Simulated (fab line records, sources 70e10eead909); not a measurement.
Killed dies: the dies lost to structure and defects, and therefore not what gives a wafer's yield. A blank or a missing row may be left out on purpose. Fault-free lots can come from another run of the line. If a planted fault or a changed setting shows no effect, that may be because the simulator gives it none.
Which tool is to blame?    flow nand harc    Sampling: 12 lots, 36 wafers, 5 of 1302 route steps

== WHAT EACH GAUGE READ, for each wafer ==
NHARC_END_SORT_01.
lot   measured      on         killed at array  killed at other  killed at periphery  killed dies  killed open  killed short
L375  day 24 18:42  prober-01  98 97 102        1 0 1            2 7 1                101 104 104  4 2 3        2 4 2
L380  day 26 16:12  prober-01  81 70 50         2 2 3            3 1 3                86 73 56     4 3 0        1 1 1
L381  day 26 21:11  prober-02  26 33 30         1 1 0            3 2 2                30 36 32     6 3 2        4 3 2
L382  day 27 04:28  prober-01  106 111 114      2 1 2            4 1 2                112 113 118  3 2 2        3 3 4
L383  day 27 16:38  prober-01  111 103 105      0 1 0            2 6 3                113 110 108  2 3 5        1 1 3
L386  day 28 15:45  prober-01  41 43 42         2 0 1            3 3 3                46 46 46     1 3 1        4 5 5
L388  day 29 22:10  prober-02  50 673 59        0 0 1            6 4 7                56 677 67    4 7 9        3 1 2
L389  day 31 03:28  prober-01  64 72 82         0 1 0            2 4 4                66 77 86     2 6 6        1 2 5
L390  day 31 02:49  prober-02  56 670 668       5 6 3            5 1 6                66 677 677   4 3 3        3 2 0
L396  day 33 03:31  prober-01  57 57 60         0 1 1            4 4 4                61 62 65     2 6 4        2 0 3
L397  day 33 04:49  prober-02  62 70 74         2 3 0            4 4 4                68 77 78     1 6 4        2 3 3
L398  day 33 12:38  prober-01  28 43 40         2 3 1            4 3 1                34 49 42     5 1 4        2 3 1

== WHICH TOOL RAN EACH LOT (tool, then ch and the chambers of the sampled wafers, then the start) ==
lot   NHARC_A_STAIRCASE_ETCH_188                     NHARC_A_STAIRCASE_TRIM_189                     NHARC_A_STAIRCASE_ETCH_194                     NHARC_A_STAIRCASE_TRIM_200
L375  rie diel-04 ch 1,2,3, day 16 13:01 or earlier  rie diel-04 ch 0,1,2, day 16 13:01 or earlier  rie diel-04 ch 1,2,3, day 16 13:01 or earlier  rie diel-04 ch 0,1,2, day 16 13:01
L380  rie diel-09 ch 0,2,3, day 17 23:05 or earlier  rie diel-09 ch 0,2,3, day 17 23:05 or earlier  rie diel-09 ch 0,2,3, day 17 23:05 or earlier  rie diel-01 ch 0,2,3, day 17 23:05
L381  rie diel-04 ch 0,1, day 18 13:17 or earlier    rie diel-04 ch 0,2,3, day 18 13:17 or earlier  rie diel-04 ch 0,1,2, day 18 13:17 or earlier  rie diel-04 ch 0,1,3, day 18 13:17
L382  rie diel-09 ch 0,2,3, day 18 19:32 or earlier  rie diel-09 ch 0,1,3, day 18 19:32 or earlier  rie diel-09 ch 0,1,2, day 18 19:32 or earlier  rie diel-09 ch 0,2, day 18 19:32
L383  rie diel-01 ch 1,2,3, day 19 12:11 or earlier  rie diel-01 ch 0,1,2, day 19 12:11 or earlier  rie diel-01 ch 1,2,3, day 19 12:11 or earlier  rie diel-09 ch 0,1,2, day 19 12:11
L386  rie diel-04 ch 0,2, day 20 09:29 or earlier    rie diel-04 ch 0,3, day 20 09:29 or earlier    rie diel-04 ch 0,3, day 20 09:29 or earlier    rie diel-04 ch 0,2, day 20 09:29
L388  rie diel-04 ch 1,2,3, day 22 00:01 or earlier  rie diel-04 ch 0,1,2, day 22 00:01 or earlier  rie diel-04 ch 1,2,3, day 22 00:01 or earlier  rie diel-04 ch 0,1,2, day 22 00:01
L389  rie diel-01 ch 0,1,2, day 22 06:58 or earlier  rie diel-01 ch 0,2,3, day 22 06:58 or earlier  rie diel-01 ch 0,1, day 22 06:58 or earlier    rie diel-01 ch 0,2,3, day 22 06:58
L390  rie diel-04 ch 1,2,3, day 22 07:27 or earlier  rie diel-04 ch 1,2, day 22 07:27 or earlier    rie diel-04 ch 1,2, day 22 07:27 or earlier    rie diel-04 ch 1,3, day 22 07:27
L396  rie diel-04 ch 0,2, day 24 16:23 or earlier    rie diel-04 ch 0,1,3, day 24 16:23 or earlier  rie diel-04 ch 0,1,2, day 24 16:23 or earlier  rie diel-04 ch 0,3, day 24 16:23
L397  rie diel-04 ch 0,2, day 24 20:04 or earlier    rie diel-04 ch 0,2,3, day 24 20:04 or earlier  rie diel-04 ch 0,2, day 24 20:04 or earlier    rie diel-04 ch 0,1, day 24 20:04
L398  rie diel-09 ch 0,2,3, day 25 13:46 or earlier  rie diel-09 ch 0,1,3, day 25 13:46 or earlier  rie diel-09 ch 1,2,3, day 25 13:46 or earlier  rie diel-04 ch 1,2,3, day 25 13:46
- NHARC_A_STAIRCASE_ETCH_188: etches the open film in C4F8/O2, target depth 100 nm, time 40.5 s.
- NHARC_A_STAIRCASE_TRIM_189: chemistry O2, time 211.2 s.
- NHARC_A_STAIRCASE_ETCH_194: etches the open film in C4F8/O2, target depth 100 nm, time 40.5 s.
- NHARC_A_STAIRCASE_TRIM_200: chemistry O2, time 211.2 s.

== AS READ BY THE TOOLS THEMSELVES (means over the sampled wafers that have a number; for cases with no such wafer, the mark the record gives instead) ==
NHARC_A_STAIRCASE_ETCH_188.
lot   tool         oes product au (a.u.)  rf vpp V (V)
L375  rie diel-04  0.950                  890
L380  rie diel-09  0.939                  893
L381  rie diel-04  0.941                  892
L382  rie diel-09  0.927                  894
L383  rie diel-01  0.928                  899
L386  rie diel-04  0.909                  898
L388  rie diel-04  0.938                  889
L389  rie diel-01  0.952                  894
L390  rie diel-04  0.951                  889
L396  rie diel-04  0.932                  898
L397  rie diel-04  0.912                  897
L398  rie diel-09  0.923                  899

NHARC_A_STAIRCASE_TRIM_189.
lot   tool         drypump motor current A (A)  oes product au (a.u.)  rf vpp V (V)  showerhead plenum p Torr (Torr)  throttle valve pct (%)
L375  rie diel-04  5.4                          1.000                  57.5          3.46                             17.021
L380  rie diel-09  5.8                          1.004                  58.1          3.46                             17.044
L381  rie diel-04  5.5                          0.996                  57.9          3.50                             17.036
L382  rie diel-09  5.8                          0.999                  57.5          3.57                             17.033
L383  rie diel-01  5.7                          1.003                  57.7          3.48                             17.034
L386  rie diel-04  5.5                          1.009                  58.5          3.54                             17.035
L388  rie diel-04  5.4                          0.993                  58.3          3.43                             17.036
L389  rie diel-01  6.0                          0.996                  57.8          3.60                             17.041
L390  rie diel-04  5.3                          1.002                  56.7          3.29                             17.041
L396  rie diel-04  5.4                          1.003                  57.2          3.65                             17.039
L397  rie diel-04  5.5                          1.002                  57.5          3.47                             17.041
L398  rie diel-09  5.8                          1.000                  57.9          3.73                             17.044

NHARC_A_STAIRCASE_ETCH_194.
lot   tool         oes product au (a.u.)  rf vpp V (V)
L375  rie diel-04  0.954                  890
L380  rie diel-09  0.922                  893
L381  rie diel-04  0.948                  893
L382  rie diel-09  0.941                  891
L383  rie diel-01  0.936                  898
L386  rie diel-04  0.943                  896
L388  rie diel-04  0.953                  889
L389  rie diel-01  0.929                  891
L390  rie diel-04  0.944                  887
L396  rie diel-04  0.947                  899
L397  rie diel-04  0.932                  898
L398  rie diel-09  0.949                  897

NHARC_A_STAIRCASE_TRIM_200.
lot   tool         drypump motor current A (A)  oes product au (a.u.)  rf vpp V (V)  showerhead plenum p Torr (Torr)  throttle valve pct (%)
L375  rie diel-04  5.4                          0.996                  57.1          3.46                             17.030
L380  rie diel-01  6.0                          0.990                  57.6          3.62                             17.033
L381  rie diel-04  5.4                          1.005                  57.1          3.49                             17.034
L382  rie diel-09  5.9                          0.997                  57.6          3.29                             17.031
L383  rie diel-09  5.9                          1.007                  57.1          3.42                             17.044
L386  rie diel-04  5.6                          0.998                  58.6          3.59                             17.037
L388  rie diel-04  5.4                          1.140                  57.8          3.43                             17.035
L389  rie diel-01  6.0                          1.006                  57.7          3.60                             17.030
L390  rie diel-04  5.2                          1.280                  57.5          3.32                             17.039
L396  rie diel-04  5.5                          0.998                  57.8          3.52                             17.046
L397  rie diel-04  5.2                          1.006                  58.3          3.77                             17.038
L398  rie diel-04  5.3                          0.996                  57.9          3.50                             17.039

== THE ANSWER, worked out from the rows above alone ==
Rule: the usual values come from the lots themselves. The widest of any qualifying gaps counts: lots, ordered by their means at a reading, are off when they make up no more than a third of the lots, leave a main group of 4 or more, and stand apart from it by 3 or more times the standard deviation of that group's means. Not used: any main group whose means are identical at the precision the tables above print for the reading. Also off: a lot with no number at a reading for which 4 or more lots have one. Any other lot the step has rows for is counted as sound. First the gauges in route order, then the tools' own readings, where a lot's mean is used as printed above. At the first step where some lot is off, the reading lying furthest off is the one used; lots without a number count as furthest.
Off, at NHARC_END_SORT_01 on killed dies: L388, L390. Main group: mean 73, sd 27.
A tool fits if, at a process step before that reading, it ran every lot that is off, and no sound lot after the first of them. Not tried: the gauges at NHARC_END_SORT_01; whatever is off there is also off at NHARC_A_STAIRCASE_TRIM_200, on other tools, and gauge error can't account for it. NHARC_A_STAIRCASE_ETCH_188: start missing for some lots; hours and lot order therefore follow NHARC_A_STAIRCASE_TRIM_200. NHARC_A_STAIRCASE_TRIM_189: start missing for some lots; hours and lot order therefore follow NHARC_A_STAIRCASE_TRIM_200. NHARC_A_STAIRCASE_ETCH_194: start missing for some lots; hours and lot order therefore follow NHARC_A_STAIRCASE_TRIM_200. Not one of the candidates tried fits.

== WHAT THE SIMULATOR HAD INSERTED ==
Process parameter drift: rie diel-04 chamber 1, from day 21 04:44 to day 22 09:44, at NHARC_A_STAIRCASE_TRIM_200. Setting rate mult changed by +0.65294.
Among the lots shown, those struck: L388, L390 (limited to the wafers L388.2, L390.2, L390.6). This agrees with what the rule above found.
